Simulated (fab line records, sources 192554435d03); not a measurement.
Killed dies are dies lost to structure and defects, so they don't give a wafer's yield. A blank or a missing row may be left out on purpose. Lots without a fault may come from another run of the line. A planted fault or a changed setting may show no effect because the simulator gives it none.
fab line records | flow n5_finfet
record lots=7 wafers=21
route steps=1938 shown BEOL_M3@941 BEOL_M4@1023 BEOL_M5@1112
start_h: hours from the record's first day to the start of the lot's first wafer shown | wait_h: hours since the lot's step before | " the same as in the row above | L1.1+2: a row that stands for several wafers | - no value, or no start given | * or withheld: withheld | < > ~ a bound
route shown NAME@n: a module of which the file shows steps, and the number in the route of the first | usual: mean/standard deviation of fault-free wafers | same: alike in all rows | chamber/n: place in a boat | sites: the reading at each site | _std_site: their standard deviation | _edge_site: outer sites' mean less inner sites' | radius_mm: how far each site lies from the wafer's centre | mask NAME#n: copy n | behind: the tool/chamber that last shaped the wafer | hold: why the lot was held/for how many hours/how that ended | device: the transistor (n, p or np) that didn't switch | end of line: the same wafers' tests at the end of the route | a step without rows: its recipe alone | killed: dies lost to structure and defects at the first sort, not the wafer's yield | map: a wafer's dies, x killed, . not, _ none there
set.NAME: the setting as run; set.NAME@STEP: as run at that earlier step | model.NAME: the simulator's own value behind a step, which no gauge read
lots whose settings were changed on purpose; a table a step, a row a wafer
## steps
# step N5_BEOL_M3_EXPOSE_08
# recipe mask_id=M3 na=0.33 source_shape=dipole sigma_inner=0.369 sigma_outer=0.767 polarization=unpolarized dose_mj=33
# columns lot.wafer tool chamber start_h wait_h mask set.dose_mj
L074.2 euv_scanner-01 0 186.87 - M3#0 33
L074.3+5 " 0 " " M3#0 35.15
L081.1+2+4 euv_scanner-02 0 224.98 - M3#0 33
L086.3+5+6 euv_scanner-01 0 226.00 - M3#0 33
L087.3+4+5 euv_scanner-02 0 271.90 - M3#0 33
L089.3+6 euv_scanner-02 0 276.85 - M3#0 33
L089.4 " 0 " " M3#0 31.31
L090.2+6 euv_scanner-02 0 290.07 - M3#0 33
L090.3 " 0 " " M3#0 35.12
L093.3 euv_scanner-02 0 310.01 - M3#0 32.32
L093.4+6 " 0 " " M3#0 33
# step N5_BEOL_M3_PEB_09
# recipe peb_temp_c=100 peb_time_s=60 resist=CAR-EUV
# step N5_BEOL_M3_DEVELOP_10
# recipe develop_time_s=30 developer=TMAH resist=CAR-EUV rinse_liquid=surfactant_rinse dry=air_spin dev_temp_c=23
# step N5_BEOL_M3_CD_MEAS_11
# recipe target_cd_nm=17.05 landing_energy_ev=500 detector=se_inlens polarity=opening
# usual cd_nm=16.98/0.24
# columns lot.wafer tool chamber start_h wait_h set.dose_mj@BEOL_M3_EXPOSE_08 cd_nm
L074.2 cd_sem-01 0 186.99 - 33 16.48
L074.3 " 0 " " 35.15 18.15
L074.5 " 0 " " 35.15 18.11
L081.1 cd_sem-01 0 225.10 - 33 17.12
L081.2 " 0 " " 33 16.41
L081.4 " 0 " " 33 16.87
L086.3 cd_sem-01 0 226.11 - 33 16.79
L086.5 " 0 " " 33 17.03
L086.6 " 0 " " 33 16.84
L087.3 cd_sem-03 0 272.02 - 33 16.98
L087.4 " 0 " " 33 17.33
L087.5 " 0 " " 33 16.54
L089.3 cd_sem-02 0 276.97 - 33 17.03
L089.4 " 0 " " 31.31 15.96
L089.6 " 0 " " 33 17.51
L090.2 cd_sem-01 0 290.19 - 33 16.55
L090.3 " 0 " " 35.12 17.87
L090.6 " 0 " " 33 16.86
L093.3 cd_sem-02 0 310.13 - 32.32 16.52
L093.4 " 0 " " 33 17.13
L093.6 " 0 " " 33 16.98
# step N5_BEOL_M3_DESCUM_16
# recipe chemistry=O2 time_s=7 source_power_w=50 bias_power_w=20 pressure_mtorr=20 rf_frequency_hz=2.712e+07 temp_c=40 resist=CAR-EUV o2_flow_sccm=225
# step N5_BEOL_M3_ETCH_74
# recipe chemistry=N2/H2 target=underlayer target_depth_a=65 mask_material=CAR-EUV time_s=5.2 ion_energy_ev=200 pressure_mtorr=30 source_w=840 bias_w=150 n2_flow_sccm=200 h2_flow_sccm=200 ends=cleared
# columns lot.wafer tool chamber start_h wait_h set.spin_rpm@BEOL_M3_COAT_73 set.dose_mj@BEOL_M3_EXPOSE_08 model.BEOL_M3.cd_offset_nm model.etch.depth_nm
L074.2 rie_diel-02 3 187.42 0.0 1500 33 -0.8 5.023
L074.3 " 0 " " 1392 35.15 1 5.208
L074.5 " 2 " " 1500 35.15 1.2 5.016
L081.1 rie_diel-02 1 225.26 0.0 1500 33 -0.2 4.995
L081.2 " 2 " " 1500 33 -0.2 4.992
L081.4 " 0 " " 1500 33 -0.4 5
L086.3 rie_diel-02 3 226.27 0.0 1565 33 -0.6 4.896
L086.5 " 2 " " 1565 33 -0.2 4.872
L086.6 " 3 " " 1500 33 -0.2 4.992
L087.3 rie_diel-06 0 272.25 0.0 1500 33 0 4.989
L087.4 " 2 " " 1500 33 -0.4 4.987
L087.5 " 0 " " 1500 33 -0.4 4.982
L089.3 rie_diel-06 2 277.12 0.0 1611 33 0 4.839
L089.4 " 3 " " 1611 31.31 -1 4.841
L089.6 " 1 " " 1500 33 0 5.024
L090.2 rie_diel-02 1 290.34 0.0 1500 33 -0.4 4.995
L090.3 " 0 " " 1500 35.12 1 4.981
L090.6 " 3 " " 1423 33 -0.6 5.118
L093.3 rie_diel-02 1 310.28 0.0 1500 32.32 -0.6 5.018
L093.4 " 2 " " 1500 33 0 5.02
L093.6 " 3 " " 1567 33 -0.4 4.903
# step N5_BEOL_M3_ETCH_63
# recipe chemistry=CF4 target=SiARC target_depth_a=156 mask_material=CAR-EUV time_s=26 ion_energy_ev=80 pressure_mtorr=40 source_w=545 bias_w=36 Ar_flow_sccm=100 cf4_flow_sccm=100 ends=cleared
# columns lot.wafer tool chamber start_h wait_h set.dose_mj@BEOL_M3_EXPOSE_08 model.BEOL_M3.cd_offset_nm
L074.2 rie_diel-02 3 187.44 0.0 33 -0.6
L074.3 " 0 " " 35.15 1
L074.5 " 2 " " 35.15 1.2
L081.1+2+4 rie_diel-02 1,2,0 225.28 0.0 33 -0.2
L086.3 rie_diel-02 3 226.28 0.0 33 -0.6
L086.5+6 " 2,3 " " 33 -0.2
L087.3 rie_diel-06 0 272.26 0.0 33 0
L087.4 " 2 " " 33 -0.4
L087.5 " 0 " " 33 -0.2
L089.3 rie_diel-06 2 277.14 0.0 33 -0.2
L089.4 " 3 " " 31.31 -1
L089.6 " 1 " " 33 0
L090.2 rie_diel-02 1 290.36 0.0 33 -0.4
L090.3 " 0 " " 35.12 1
L090.6 " 3 " " 33 -0.6
L093.3 rie_diel-02 1 310.30 0.0 32.32 -0.6
L093.4 " 2 " " 33 0
L093.6 " 3 " " 33 -0.4
# step N5_BEOL_M3_ETCH_64
# recipe chemistry=N2/H2 target=SOC target_depth_a=750 overetch_a=150 mask_material=SiARC temp_c=40 time_s=112.5 ion_energy_ev=200 pressure_mtorr=30 source_w=840 bias_w=150 n2_flow_sccm=200 h2_flow_sccm=200
# step N5_BEOL_M3_STRIP_65
# recipe chemistry=N2/H2 temp_c=40 n2_flow_sccm=200 h2_flow_sccm=200 rf_frequency_hz=6e+07
# step N5_BEOL_M3_HM_OPEN_17
# recipe chemistry=Cl2/BCl3 target_depth_a=200 overetch_a=60 target=TiN mask_material=SOC ion_energy_ev=150 pressure_mtorr=10 icp_w=1000 bias_w=126 Cl2_flow_sccm=53.25 bcl3_flow_sccm=21.75 Ar_flow_sccm=25
# step N5_BEOL_M3_STRIP_19
# recipe chemistry=O2 power_w=400 temp_c=40 pressure_mtorr=30 rf_frequency_hz=6e+07 bias_power_w=0 overash_fraction=0.2 o2_flow_sccm=225
# step N5_BEOL_M3_CD_MEAS_18
# recipe pitch_nm=36 target_cd_nm=18
# usual cd_nm=17.9/0.41
# columns lot.wafer tool chamber start_h wait_h set.dose_mj@BEOL_M3_EXPOSE_08 cd_nm
L074.2 cd_sem-01 - 187.85 0.1 33 17.7
L074.3 " - " " 35.15 18.8
L074.5 " - " " 35.15 19.3
L081.1 cd_sem-03 - 225.67 0.0 33 17.7
L081.2 " - " " 33 17.0
L081.4 " - " " 33 17.6
L086.3 cd_sem-03 - 226.73 0.1 33 17.7
L086.5 " - " " 33 17.8
L086.6 " - " " 33 17.6
L087.3 cd_sem-02 - 272.64 0.1 33 17.8
L087.4 " - " " 33 17.5
L087.5 " - " " 33 17.6
L089.3 cd_sem-03 - 277.52 0.1 33 17.9
L089.4 " - " " 31.31 17.2
L089.6 " - " " 33 18.1
L090.2 cd_sem-02 - 290.74 0.1 33 17.5
L090.3 " - " " 35.12 19.4
L090.6 " - " " 33 17.6
L093.3 cd_sem-02 - 310.68 0.1 32.32 17.6
L093.4 " - " " 33 17.9
L093.6 " - " " 33 17.4
# step N5_BEOL_M4_PECVD_72
# recipe material=SiO2 target_thk_a=160 temp_c=400 precursor=TEOS/O2 pressure_torr=5.5 rf_w=450 teos_flow_sccm=53.8 gas=O2 flow_sccm=3000 time_s=18
# columns lot.wafer tool chamber start_h wait_h set.temp_c model.SiO2_of_BEOL_M4_PECVD_72.thk_nm
L074.2 pecvd-01 0 218.86 0.0 412.4 14.6
L074.3 " 1 " " 412.4 14.2
L074.5 " 1 " " 400 16
L086.3+5 pecvd-01 0,1 254.19 0.0 400 16.2
L086.6 " 0 " " 400 16.4
L081.1+2+4 pecvd-02 1,0,0 254.46 0.0 400 15.8
L089.3 pecvd-01 1 295.12 0.0 400 15.6
L089.4 " 0 " " 400 16.4
L089.6 " 1 " " 400 16
L090.2+6 pecvd-01 1 303.61 0.0 413 14.4
L090.3 " 2 " " 400 15.8
L087.3 pecvd-01 2 304.39 0.0 400 16
L087.4 " 1 " " 400 15.8
L087.5 " 2 " " 417.6 14.2
L093.3 pecvd-01 1 350.24 0.0 400 15.8
L093.4 " 1 " " 400 16
L093.6 " 2 " " 383.6 17.8
# step N5_BEOL_M4_HM_DEP_02
# recipe material=TiN target_thk_a=200 temp_c=25 chamber_pressure_pa=0.49996
# step N5_BEOL_M4_COAT_61
# recipe resist=SOC temp_c=250 time_s=60 spin_rpm=1500 resist_thk_nm=60
# step N5_BEOL_M4_STRIP_97
# recipe chemistry=N2/H2 time_s=10 power_w=450 temp_c=40 pressure_mtorr=20 rf_frequency_hz=6e+07 bias_power_w=7 n2_flow_sccm=200 h2_flow_sccm=200
# step N5_BEOL_M4_HM_STRIP_39
# recipe chemistry=peroxide_tin_strip material=TiN target_depth_a=250 temp_c=50 time_s=158
# columns lot.wafer tool chamber start_h wait_h set.temp_c@BEOL_M4_PECVD_72 model.SiO2_of_BEOL_M4_PECVD_72.thk_nm
L074.2 wet_bench-02 6 231.26 0.0 412.4 14.4
L074.3 " 5 " " 412.4 14.2
L074.5 " 2 " " 400 15.8
L086.3+5 wet_bench-02 1,3 292.58 0.0 400 16
L086.6 " 5 " " 400 16.2
L081.1 wet_bench-01 6 305.51 0.0 400 15.6
L081.2+4 " 7,1 " " 400 15.8
L090.2+6 wet_bench-03 4,2 324.93 0.0 413 14.2
L090.3 " 6 " " 400 15.6
L089.3 wet_bench-03 0 340.09 0.0 400 15.6
L089.4 " 7 " " 400 16.4
L089.6 " 1 " " 400 15.8
L087.3+4 wet_bench-01 0,5 340.21 0.0 400 15.8
L087.5 " 3 " " 417.6 14
L093.3 wet_bench-03 2 384.46 0.0 400 15.6
L093.4 " 7 " " 400 15.8
L093.6 " 0 " " 383.6 17.8
# step N5_BEOL_M5_ILD_DEP_00
# recipe material=SiCOH_lowk target_thk_a=1406.4 temp_c=300 precursor=DEMS/porogen pressure_torr=5 rf_w=500 time_s=25.9
# columns lot.wafer tool chamber start_h wait_h set.time_s model.SiCOH_lowk_of_BEOL_M5_ILD_DEP_00.thk_nm
L074.2 pecvd-01 0 237.94 0.7 25.9 140.6
L074.3 " 1 " " 25.9 145
L074.5 " 0 " " 25.9 141
L086.3 pecvd-01 1 298.09 0.5 25.9 140.6
L086.5 " 2 " " 25.9 145.8
L086.6 " 1 " " 28.11 153.6
L081.1 pecvd-03 2 311.70 0.8 25.9 139.6
L081.2 " 1 " " 25.9 141.8
L081.4 " 1 " " 25.9 143.2
L090.2 pecvd-03 0 330.40 0.7 25.9 140.8
L090.3 " 2 " " 25.9 138
L090.6 " 0 " " 25.9 143.6
L089.3 pecvd-04 0 345.69 0.5 23.75 131.4
L089.4 " 2 " " 25.9 142.8
L089.6 " 0 " " 25.9 144.4
L087.3 pecvd-01 1 345.78 0.5 24.64 133.6
L087.4 " 0 " " 25.9 141.8
L087.5 " 2 " " 25.9 143.8
L093.3 pecvd-03 1 389.29 0.5 25.9 139.4
L093.4 " 0 " " 25.9 140.8
L093.6 " 2 " " 25.9 142.4
# step N5_BEOL_M5_CURE_79
# recipe temp_c=385 time_s=240 ambient=He/Ar material=SiCOH_lowk
# columns lot.wafer tool chamber start_h wait_h set.time_s@BEOL_M5_ILD_DEP_00 model.SiCOH_lowk_of_BEOL_M5_ILD_DEP_00.thk_nm
L074.2 uv_cure-03 2 238.16 0.2 25.9 121
L074.3 " 2 " " 25.9 124.8
L074.5 " 2 " " 25.9 121.4
L086.3 uv_cure-03 0 298.58 0.5 25.9 121
L086.5 " 0 " " 25.9 125.6
L086.6 " 0 " " 28.11 132.2
L081.1 uv_cure-03 1 311.76 0.0 25.9 120
L081.2 " 1 " " 25.9 122
L081.4 " 1 " " 25.9 123.4
L090.2 uv_cure-03 0 330.54 0.1 25.9 121
L090.3 " 0 " " 25.9 118.6
L090.6 " 0 " " 25.9 123.6
L089.3 uv_cure-02 0 354.00 8.3 23.75 113
L089.4 " 0 " " 25.9 123
L089.6 " 0 " " 25.9 124.2
L087.3 uv_cure-02 1 354.96 9.2 24.64 115
L087.4 " 1 " " 25.9 122
L087.5 " 1 " " 25.9 123.8
L093.3 uv_cure-03 2 389.65 0.3 25.9 119.8
L093.4 " 2 " " 25.9 121.2
L093.6 " 2 " " 25.9 122.6
# step N5_BEOL_M5_THK_MEAS_01
# recipe reads=SiCOH_lowk_of_BEOL_M5_ILD_DEP_00
# usual M5_ILD_THK=121.6/1.7
# columns lot.wafer tool chamber start_h wait_h set.time_s@BEOL_M5_ILD_DEP_00 M5_ILD_THK[nm]
L074.2 film_metro-01 - 239.01 0.7 25.9 120.9
L074.3 " - " " 25.9 124.8
L074.5 " - " " 25.9 121.3
L086.3 film_metro-01 - 299.25 0.5 25.9 121.1
L086.5 " - " " 25.9 125.5
L086.6 " - " " 28.11 132.2
L081.1 film_metro-02 - 312.27 0.4 25.9 120.1
L081.2 " - " " 25.9 122.0
L081.4 " - " " 25.9 123.3
L090.2 film_metro-01 - 330.97 0.4 25.9 121.1
L090.3 " - " " 25.9 118.7
L090.6 " - " " 25.9 123.6
L089.3 film_metro-01 - 354.67 0.5 23.75 113.0
L089.4 " - " " 25.9 122.9
L089.6 " - " " 25.9 124.2
L087.3 film_metro-01 - 355.63 0.5 24.64 115.0
L087.4 " - " " 25.9 121.9
L087.5 " - " " 25.9 123.7
L093.3 film_metro-01 - 390.01 0.3 25.9 119.8
L093.4 " - " " 25.9 121.1
L093.6 " - " " 25.9 122.5
# step N5_BEOL_M5_COAT_71
# recipe resist=underlayer temp_c=205 time_s=60 spin_rpm=1500 resist_thk_nm=5
# columns lot.wafer tool chamber start_h wait_h set.spin_rpm
L074.2 litho_track-05 0 - - 1500
L074.3+5 " 0 " " 1610
L086.3+6 litho_track-05 0 - - 1660
L086.5 " 0 " " 1500
L081.1+2+4 litho_track-05 0 - - 1500
L090.2+3 litho_track-04 0 - - 1544
L090.6 " 0 " " 1500
L089.3+4+6 litho_track-03 0 - - 1500
L087.3+4 litho_track-03 0 - - 1666
L087.5 " 0 " " 1500
L093.3 litho_track-05 0 - - 1500
L093.4+6 " 0 " " 1593
# step N5_BEOL_M5_ETCH_72
# recipe chemistry=N2/H2 target=underlayer target_depth_a=65 mask_material=CAR-EUV time_s=5.2 ion_energy_ev=200 pressure_mtorr=30 source_w=840 bias_w=150 n2_flow_sccm=200 h2_flow_sccm=200 ends=cleared
# usual etch_rf_on_time_s=5.25/0.19 rf_vpp_V=525/3.1
# columns lot.wafer tool chamber start_h wait_h set.source_w set.spin_rpm@BEOL_M5_COAT_71 etch_rf_on_time_s rf_vpp_V model.etch.depth_nm
L074.2 rie_diel-06 1 241.33 0.0 840 1500 5.19 526 4.984
L074.3 " 2 " " 777.1 1610 5.39 536 4.802
L074.5 " 0 " " 777.1 1610 5.44 540 4.81
L086.3 rie_diel-05 0 300.42 0.0 790.1 1660 5.31 531 4.767
L086.5 " 1 " " 790.1 1500 5.69 538 5.003
L086.6 " 2 " " 840 1660 4.89 526 4.76
L081.1 rie_diel-02 1 314.08 0.0 840 1500 5.54 528 5.001
L081.2 " 3 " " 840 1500 5.45 523 5.015
L081.4 " 0 " " 840 1500 5.14 529 5.007
L090.2 rie_diel-05 0 332.20 0.0 989.3 1544 4.49 493 4.906
L090.3 " 1 " " 840 1544 5.32 526 4.92
L090.6 " 2 " " 840 1500 5.14 527 4.989
L089.3 rie_diel-02 0 355.69 0.0 840 1500 5.06 527 5.011
L089.4 " 2 " " 840 1500 5.35 524 4.989
L089.6 " 3 " " 840 1500 5.45 521 5.012
L087.3 rie_diel-06 2 357.00 0.0 935.8 1666 4.43 503 4.731
L087.4 " 0 " " 840 1666 5.03 524 4.746
L087.5 " 2 " " 935.8 1500 4.68 503 4.977
L093.3 rie_diel-06 2 390.77 0.0 840 1500 5.12 523 5.025
L093.4 " 1 " " 712 1593 5.92 555 4.868
L093.6 " 0 " " 840 1593 5.29 525 4.878
# step N5_BEOL_M5_ETCH_62
# recipe chemistry=N2/H2 target=SOC target_depth_a=750 overetch_a=150 mask_material=SiARC temp_c=40 time_s=112.5 ion_energy_ev=200 pressure_mtorr=30 source_w=840 bias_w=150 n2_flow_sccm=200 h2_flow_sccm=200
# usual rf_vpp_V=525/3.1
# columns lot.wafer tool chamber start_h wait_h set.source_w rf_vpp_V
L074.2 rie_diel-06 1 241.38 0.0 974.8 501
L074.3 " 2 " " 974.8 499
L074.5 " 0 " " 840 525
L086.3 rie_diel-05 0 300.46 0.0 840 520
L086.5 " 1 " " 715.6 553
L086.6 " 2 " " 840 526
L081.1 rie_diel-02 1 314.13 0.0 840 526
L081.2 " 3 " " 840 521
L081.4 " 0 " " 840 528
L090.2 rie_diel-05 0 332.25 0.0 885.2 511
L090.3 " 1 " " 885.2 517
L090.6 " 2 " " 840 527
L089.3 rie_diel-02 0 355.74 0.0 746.9 549
L089.4 " 2 " " 840 524
L089.6 " 3 " " 746.9 542
L087.3 rie_diel-06 2 357.05 0.0 710.8 551
L087.4 " 0 " " 710.8 554
L087.5 " 2 " " 710.8 552
L093.3 rie_diel-06 2 390.82 0.0 840 523
L093.4 " 1 " " 840 527
L093.6 " 0 " " 840 524
## key
split step=N5_BEOL_M3_EXPOSE_08 setting=dose_mj stated=33 by=wafer
response step=N5_BEOL_M3_CD_MEAS_11 reading=cd_nm change=+0.228 per=1% r=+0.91
response step=N5_BEOL_M3_ETCH_74 reading=model.BEOL_M3.cd_offset_nm change=+0.245 per=1% r=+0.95
response step=N5_BEOL_M3_ETCH_63 reading=model.BEOL_M3.cd_offset_nm change=+0.229 per=1% r=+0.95
response step=N5_BEOL_M3_CD_MEAS_18 reading=cd_nm change=+0.21 per=1% r=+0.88
split step=N5_BEOL_M4_PECVD_72 setting=temp_c stated=400 by=wafer
response step=N5_BEOL_M4_PECVD_72 reading=model.SiO2_of_BEOL_M4_PECVD_72.thk_nm change=-0.44 per=1% r=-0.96
response step=N5_BEOL_M4_HM_STRIP_39 reading=model.SiO2_of_BEOL_M4_PECVD_72.thk_nm change=-0.457 per=1% r=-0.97
split step=N5_BEOL_M5_ILD_DEP_00 setting=time_s stated=25.9 by=wafer
response step=N5_BEOL_M5_ILD_DEP_00 reading=model.SiCOH_lowk_of_BEOL_M5_ILD_DEP_00.thk_nm change=+1.42 per=1% r=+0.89
response step=N5_BEOL_M5_CURE_79 reading=model.SiCOH_lowk_of_BEOL_M5_ILD_DEP_00.thk_nm change=+1.22 per=1% r=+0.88
response step=N5_BEOL_M5_THK_MEAS_01 reading=M5_ILD_THK change=+1.22 per=1% r=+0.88
split step=N5_BEOL_M5_COAT_71 setting=spin_rpm stated=1500 by=wafer
response step=N5_BEOL_M5_ETCH_72 reading=model.etch.depth_nm change=-0.0227 per=1% r=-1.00
split step=N5_BEOL_M5_ETCH_72 setting=source_w stated=840 by=wafer
response step=N5_BEOL_M5_ETCH_72 reading=etch_rf_on_time_s change=* per=1% r=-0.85
response step=N5_BEOL_M5_ETCH_72 reading=rf_vpp_V change=-1.88 per=1% r=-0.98
split step=N5_BEOL_M5_ETCH_62 setting=source_w stated=840 by=wafer
response step=N5_BEOL_M5_ETCH_62 reading=rf_vpp_V change=-1.82 per=1% r=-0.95
split outside_this_file step=N5_BEOL_M3_COAT_73 setting=spin_rpm
# split outside_this_file: this setting was split too, and the file shows its column; the key of that split is in another file
